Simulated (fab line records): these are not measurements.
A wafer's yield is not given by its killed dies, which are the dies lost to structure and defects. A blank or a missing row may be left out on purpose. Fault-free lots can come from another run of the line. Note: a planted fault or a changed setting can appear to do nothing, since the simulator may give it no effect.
A struck lot beside a sound one :: flow n5Finfet :: 15 steps out of a route of 1938
Sound: the wafers L828.2, L828.3, L828.5. Struck: wafer L839.2 (L839.4, L839.6, from the same lot, were not struck and are left out); the cause is given at the end.
Each step with rows lists, per side, the tool, then ch with its chambers, then its first start. Under that, the readings that differ: sound wafers :: struck wafers :: difference of the means :: sigmas: that difference in standard deviations of wafers without a fault.
alike: same words and numbers on both sides, and readings whose means sit less than 2 such deviations apart. not compared: any withheld reading, any reading some wafer has no value for, any bound like >300 that may hide the same value, and any number with overlapping values for which the record gives no deviation.
Wherever a step has rows on one side only, a row that says differs or no value, or a row with sigmas, the two part there. Non-overlapping numbers with no deviation appear without sigmas and do not part them. Lack of a reading on every wafer of one side parts them only where that side has two or more wafers.

first, 1 step without rows for these wafers: N5_BEOL_M9_DEVELOP_27 (develop time 30 s).
N5_BEOL_M9_CD_MEAS_28: the cd target is 70 nm.
  sound on cdSem-02 ch 0, day 11 11:25; struck on cdSem-02 ch 0, day 14 06:43
  alike: cdNm
N5_BEOL_M9_OVL_MEAS_29:
  sound on overlay-02 ch 0, day 11 11:27; struck on overlay-02 ch 0, day 14 06:44
  alike: V8_OVL
N5_BEOL_M9_INSPECT_30: inspects for defects (brightfield).
  sound on defectInspect-02, day 11 11:30; struck on defectInspect-01, day 14 06:47
reading: rawDefectCount
sound: 358 237 340
struck: 539
difference: +227
sigmas: +2
then, 1 step without rows for these wafers: N5_BEOL_M9_DESCUM_33 (chemistry O2, time 7 s).
N5_BEOL_M9_ETCH_76: etches underlayer in N2/H2, target depth 6.5 nm, time 5.2 s.
  sound on rieDiel-06 ch 1,2,3, day 11 11:34; struck on rieDiel-06 ch 0, day 14 07:00
  alike: drypumpMotorCurrentA, etchRfOnTimeS, oesProductAu, rfVppV, showerheadPlenumPTorr, throttleValvePct
  not compared: rfHoursCounterH
N5_BEOL_M9_ETCH_65: etches SiARC in CF4, target depth 15.6 nm, time 26 s.
  sound on rieDiel-06 ch 1,2,3, day 11 11:35; struck on rieDiel-06 ch 0, day 14 07:01
reading: mfcArSccm (sccm)
sound: 100.22 100.23 100.12
struck: 99.49
difference: -0.70
sigmas: -2
  alike: drypumpMotorCurrentA, etchRfOnTimeS, oesProductAu, rfVppV, showerheadPlenumPTorr, throttleValvePct
  not compared: rfHoursCounterH
N5_BEOL_M9_ETCH_66: etches SOC in N2/H2, target depth 80 nm, overetch 16 nm, time 120 s.
  sound on rieDiel-06 ch 1,2,3, day 11 11:37; struck on rieDiel-06 ch 0, day 14 07:03
  alike: drypumpMotorCurrentA, oesProductAu, rfVppV, showerheadPlenumPTorr, throttleValvePct
  not compared: rfHoursCounterH
then, 2 steps without rows for these wafers: N5_BEOL_M9_STRIP_69 (strips in N2/H2); N5_BEOL_M9_STRIP_77 (strips in N2/H2).
N5_BEOL_M9_VIA_ETCH_34: etches SiCOH lowk in C4F6/O2, target depth 182.4 nm, time 68.4 s.
  sound on rieDiel-06 ch 1,2,3, day 11 11:43; struck on rieDiel-06 ch 0, day 14 07:09
reading: rfVppV (V)
sound: 650 650 660
struck: 673
difference: +20
sigmas: +2
  alike: drypumpMotorCurrentA, mfcArSccm, oesProductAu, showerheadPlenumPTorr, throttleValvePct
  not compared: rfHoursCounterH
then, 1 step without rows for these wafers: N5_BEOL_M9_STRIP_73 (strips in C4F6/O2).
N5_BEOL_M9_STRIP_36: strips in N2/H2.
  sound on rieDiel-06 ch 1,2,3, day 11 11:47; struck on rieDiel-06 ch 0, day 14 07:13
reading: powerW (W)
sound: 450.2 448.4 450.4
struck: 298.0
difference: -151.7
sigmas: -99 or more
  alike: biasPowerW, drypumpMotorCurrentA, oesProductAu, rfVppV, showerheadPlenumPTorr, throttleValvePct
  not compared: rfHoursCounterH
N5_BEOL_M9_TRENCH_ETCH_37: etches SiCOH lowk in C4F6/O2, target depth 151.43 nm, time 49 s.
  sound on rieDiel-06 ch 1,2,3; struck on rieDiel-06 ch 0
reading: mfcArSccm (sccm)
sound: 299.8 300.4 298.3
struck: 301.8
difference: +2.3
sigmas: +3
  alike: drypumpMotorCurrentA, oesProductAu, rfVppV, showerheadPlenumPTorr, throttleValvePct
  not compared: rfHoursCounterH
-- here the record skips 3 days between the struck wafers' starts before and after, leaving off in module BEOL_M9 and picking up in module PASSIVATION (first step shown: number 1936 of the route) --
N5_PASSIVATION_PROBE_49:
  only the struck wafers here have rows in the record (prober-01, day 17 03:15); the sound ones have none

WHERE THEY PART
At N5_BEOL_M9_INSPECT_30 first; at N5_PASSIVATION_PROBE_49 last (within this record only).

WHY: the cause the simulator had injected
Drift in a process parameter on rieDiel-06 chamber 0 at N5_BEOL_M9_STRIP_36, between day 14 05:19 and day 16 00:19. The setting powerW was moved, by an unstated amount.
